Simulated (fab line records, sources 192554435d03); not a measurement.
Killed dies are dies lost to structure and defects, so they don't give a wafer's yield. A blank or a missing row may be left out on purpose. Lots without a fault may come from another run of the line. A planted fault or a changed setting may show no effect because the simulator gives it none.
fab line records | flow n5_finfet
record lots=7 wafers=39
route steps=1938 shown FIN_CUT@173 DUMMY_GATE@237 SD_ACTIVATION@331 HKMG_FIN@406 MOL_CONTACT_COAG@609 BEOL_M4@1111
start_h: hours from the record's first day to the start of the lot's first wafer shown | wait_h: hours since the lot's step before | " the same as in the row above | L1.1+2: a row that stands for several wafers | - no value, or no start given | * or withheld: withheld | < > ~ a bound
route shown NAME@n: a module of which the file shows steps, and the number in the route of the first | usual: mean/standard deviation of fault-free wafers | same: alike in all rows | chamber/n: place in a boat | sites: the reading at each site | _std_site: their standard deviation | _edge_site: outer sites' mean less inner sites' | radius_mm: how far each site lies from the wafer's centre | mask NAME#n: copy n | behind: the tool/chamber that last shaped the wafer | hold: why the lot was held/for how many hours/how that ended | device: the transistor (n, p or np) that didn't switch | end of line: the same wafers' tests at the end of the route | a step without rows: its recipe alone | killed: dies lost to structure and defects at the first sort, not the wafer's yield | map: a wafer's dies, x killed, . not, _ none there
set.NAME: the setting as run; set.NAME@STEP: as run at that earlier step | model.NAME: the simulator's own value behind a step, which no gauge read
lots whose settings were changed on purpose; a table a step, a row a wafer
## steps
# step N5_FIN_CUT_CUT_ETCH_26
# recipe chemistry=CH3F/O2 target=SiNx target_depth_a=390 mask_material=SOC time_s=55.7 pressure_mtorr=30 source_w=395 bias_w=73 Ar_flow_sccm=150 CH3F_flow_sccm=30 O2_flow_sccm=20 ion_energy_ev=120
# step N5_DUMMY_GATE_ETCH_37
# recipe chemistry=N2/H2 target=SOC target_depth_a=600 overetch_a=300 temp_c=40 ion_energy_ev=200 pressure_mtorr=30 source_w=840 bias_w=150 n2_flow_sccm=200 h2_flow_sccm=200
# step N5_SD_ACTIVATION_LSA_01
# recipe temp_c=1080 time_s=0.0008 ambient=N2
# step N5_HKMG_FIN_ETCH_58
# recipe chemistry=N2/H2 target=SOC target_depth_a=2158 ion_energy_ev=50 bias_w=13 time_s=741 pressure_mtorr=30 source_w=875 n2_flow_sccm=200 h2_flow_sccm=200
# step N5_HKMG_FIN_NWFM_ALD_20
# recipe material=TiAlC target_thk_a=20 temp_c=300 ald_precursor_family=TiCl4 ald_co_reactant=TEA pulse_time_s=3 purge_time_s=2 co_reactant_purge_time_s=2 co_reactant_pulse_time_s=10 ald_cycles=7 pressure_torr=3
# step N5_HKMG_FIN_ALD_71
# recipe material=TiN target_thk_a=10 temp_c=400 ald_precursor_family=TiCl4 ald_co_reactant=NH3 pulse_time_s=1 purge_time_s=3 co_reactant_purge_time_s=2 co_reactant_pulse_time_s=2 ald_cycles=47 pressure_torr=3
# step N5_MOL_CONTACT_COAG_ETCHBACK_134
# recipe chemistry=CHF3 target=SiO2 target_depth_a=100 time_s=6.7 ion_energy_ev=200 pressure_mtorr=30 source_w=610 bias_w=170 Ar_flow_sccm=200 CHF3_flow_sccm=50
# step N5_MOL_CONTACT_COAG_ETCH_67
# recipe chemistry=N2/H2 target=SOC target_depth_a=600 overetch_a=210 mask_material=SiARC temp_c=40 time_s=101.2 ion_energy_ev=200 pressure_mtorr=30 source_w=840 bias_w=150 n2_flow_sccm=200 h2_flow_sccm=200
# step N5_BEOL_M4_RC_MEAS_101
# usual IOFF_N_LONG=5.47e-05/2.6e-06 RC_DENSE_N=18.8/0.36 RC_N=15.35/0.27 RS_SD_N=28.4/0.34 VT_N_LONG=275.2/1.9
# columns lot.wafer tool chamber start_h wait_h set.source_w@FIN_CUT_CUT_ETCH_26 set.source_w@DUMMY_GATE_ETCH_37 set.time_s@SD_ACTIVATION_LSA_01 set.target_depth_a@HKMG_FIN_ETCH_58 set.co_reactant_pulse_time_s@HKMG_FIN_NWFM_ALD_20 set.temp_c@HKMG_FIN_ALD_71 set.target_depth_a@MOL_CONTACT_COAG_ETCHBACK_134 set.source_w@MOL_CONTACT_COAG_ETCH_67 IOFF_N_LONG[nA/um] RC_DENSE_N[ohm.um] RC_N[ohm.um] RS_SD_N[ohm/sq] VT_N_LONG[mV]
L075.1 prober-02 0 169.76 0.0 418.7 840 0.0008 2158 12.07 400 96.34 840 5.68e-05 18.9 15.19 28.1 273.1
L075.2 " 0 " " 418.7 840 0.0006534 2325 12.07 400 100 793.1 5.71e-05 19.6 16.02 28.9 272.5
L075.3 " 0 " " 395 840 0.0006534 2325 10 400 96.34 840 5.15e-05 19.4 15.91 28.8 275.1
L075.4 " 0 " " 395 840 0.0006534 2158 12.07 413.9 96.34 793.1 5.51e-05 19.8 16.06 29.0 274.3
L075.5 " 0 " " 395 840 0.0008 2158 10 413.9 100 793.1 5.45e-05 18.4 15.02 28.7 277.2
L075.6 " 0 " " 418.7 840 0.0008 2325 10 413.9 100 840 5.28e-05 19.1 15.57 28.5 276.5
L078.1 prober-01 0 187.55 0.0 357.2 840 0.0008 2158 10 400 112.8 910.7 5.74e-05 18.7 15.20 27.7 274.3
L078.2 " 0 " " 357.2 840 0.0006086 2158 10 382.3 112.8 910.7 5.85e-05 19.4 16.04 29.4 271.5
L078.3 " 0 " " 395 840 0.0006086 2158 10 400 100 910.7 5.81e-05 19.4 15.81 28.9 273.8
L078.4 " 0 " " 395 840 0.0008 2158 10 382.3 100 840 5.67e-05 18.7 15.34 27.8 273.7
L078.5 " 0 " " 395 840 0.0006086 2158 10 400 112.8 840 5.89e-05 19.4 15.75 29.2 273.6
L078.6 " 0 " " 357.2 840 0.0008 2158 10 382.3 100 840 5.83e-05 18.6 15.16 28.0 274.4
L077.1 prober-02 0 189.12 0.0 339.8 840 0.0008 2074 10 386.2 88.85 840 5.65e-05 18.7 15.15 28.2 276.1
L077.2 " 0 " " 395 840 0.0008 2074 8.147 386.2 100 746.5 5.07e-05 18.9 15.32 28.7 278.1
L077.3 " 0 " " 395 840 0.001016 2158 10 400 100 840 5.66e-05 18.2 15.02 27.7 274.5
L077.4 " 0 " " 339.8 840 0.001016 2158 8.147 386.2 88.85 746.5 5.07e-05 18.5 15.14 28.1 279.7
L077.5 " 0 " " 339.8 840 0.0008 2158 8.147 400 88.85 840 5.18e-05 18.9 15.48 28.3 279.3
L077.6 " 0 " " 395 840 0.001016 2074 10 400 100 746.5 5.65e-05 18.1 14.67 28.1 275.9
L087.1 prober-01 0 256.29 0.0 366.6 954.5 0.000719 2158 11.32 400 95.2 882.7 5.78e-05 19.2 15.51 28.7 271.3
L087.2 " 0 " " 395 840 0.000719 2158 10 400 100 840 5.5e-05 18.8 15.40 28.9 274.5
L087.3 " 0 " " 395 954.5 0.0008 2158 10 400 95.2 840 5.58e-05 18.4 15.21 28.6 274.4
L087.4 " 0 " " 366.6 954.5 0.0008 2158 11.32 400 100 882.7 5.85e-05 19.1 15.60 28.8 274.4
L087.5 " 0 " " 366.6 840 0.000719 2158 10 400 100 882.7 5.51e-05 18.6 15.28 28.9 273.8
L087.6 " 0 " " 395 840 0.0008 2158 11.32 400 95.2 840 5.82e-05 18.9 15.51 28.4 272.4
L093.1 prober-01 0 289.51 0.0 395 786.9 0.0008857 2158 8.216 400 107.3 973.2 4.98e-05 18.5 15.18 27.7 276.8
L093.2 " 0 " " 421.1 840 0.0008 2158 8.216 400 107.3 840 5e-05 18.2 14.91 28.4 279.9
L093.3 " 0 " " 421.1 840 0.0008857 2158 10 400 100 973.2 5.38e-05 18.5 15.07 27.6 276.3
L093.4 " 0 " " 395 840 0.0008 2158 10 400 100 840 5.5e-05 18.7 15.26 28.7 274.9
L093.5 " 0 " " 421.1 786.9 0.0008 2158 10 400 107.3 973.2 5.36e-05 18.6 15.11 29.0 272.3
L093.6 " 0 " " 395 786.9 0.0008857 2158 8.216 400 100 840 4.9e-05 18.4 15.16 27.5 280.0
L095.1 prober-01 0 293.85 0.0 361.1 792.5 0.0009362 2158 10 400 113.3 840 5.81e-05 18.6 15.18 27.6 272.9
L095.2 " 0 " " 361.1 840 0.0008 2158 10 405.6 100 840 5.63e-05 18.7 15.22 28.0 273.0
L095.3 " 0 " " 395 840 0.0008 2158 12.32 400 113.3 912.2 5.97e-05 19.0 15.43 27.8 270.8
L095.4 " 0 " " 395 840 0.0009362 2158 10 405.6 100 912.2 5.83e-05 18.7 15.25 27.3 273.9
L095.5 " 0 " " 395 792.5 0.0009362 2158 12.32 400 100 840 6.13e-05 18.6 15.15 27.9 270.3
L095.6 " 0 " " 361.1 792.5 0.0008 2158 12.32 405.6 113.3 912.2 6.09e-05 19.1 15.58 28.2 270.0
L097.1 prober-01 0 322.46 0.0 395 840 0.0008 2158 10 400 100 840 5.23e-05 19.0 15.66 28.8 275.7
L097.4 " 0 " " 395 840 0.0008 2158 10 400 100 840 5.13e-05 18.8 15.33 28.8 277.3
L097.5 " 0 " " 395 840 0.0008 2158 10 400 100 840 5.09e-05 18.8 15.37 28.3 277.9
## key
split step=N5_FIN_CUT_CUT_ETCH_26 setting=source_w stated_as=395
response none clear
split step=N5_DUMMY_GATE_ETCH_37 setting=source_w stated_as=840
response none clear
split step=N5_SD_ACTIVATION_LSA_01 setting=time_s stated_as=0.0008
response step=N5_BEOL_M4_RC_MEAS_101 reading=RS_SD_N slope=-0.0339 per=1% together_with=all explained=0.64
response step=N5_BEOL_M4_RC_MEAS_101 reading=RC_DENSE_N slope=-0.0236 per=1% together_with=all explained=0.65
response step=N5_BEOL_M4_RC_MEAS_101 reading=RC_N slope=-0.0184 per=1% together_with=all explained=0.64
split step=N5_HKMG_FIN_ETCH_58 setting=target_depth_a stated_as=2158
response none clear
split step=N5_HKMG_FIN_NWFM_ALD_20 setting=co_reactant_pulse_time_s stated_as=10
response step=N5_BEOL_M4_RC_MEAS_101 reading=IOFF_N_LONG slope=+2e-07 per=1% together_with=all explained=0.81
response step=N5_BEOL_M4_RC_MEAS_101 reading=VT_N_LONG slope=-0.149 per=1% together_with=all explained=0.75
split step=N5_HKMG_FIN_ALD_71 setting=temp_c stated_as=400
response none clear
split step=N5_MOL_CONTACT_COAG_ETCHBACK_134 setting=target_depth_a stated_as=100
response none clear
split step=N5_MOL_CONTACT_COAG_ETCH_67 setting=source_w stated_as=840
response none clear
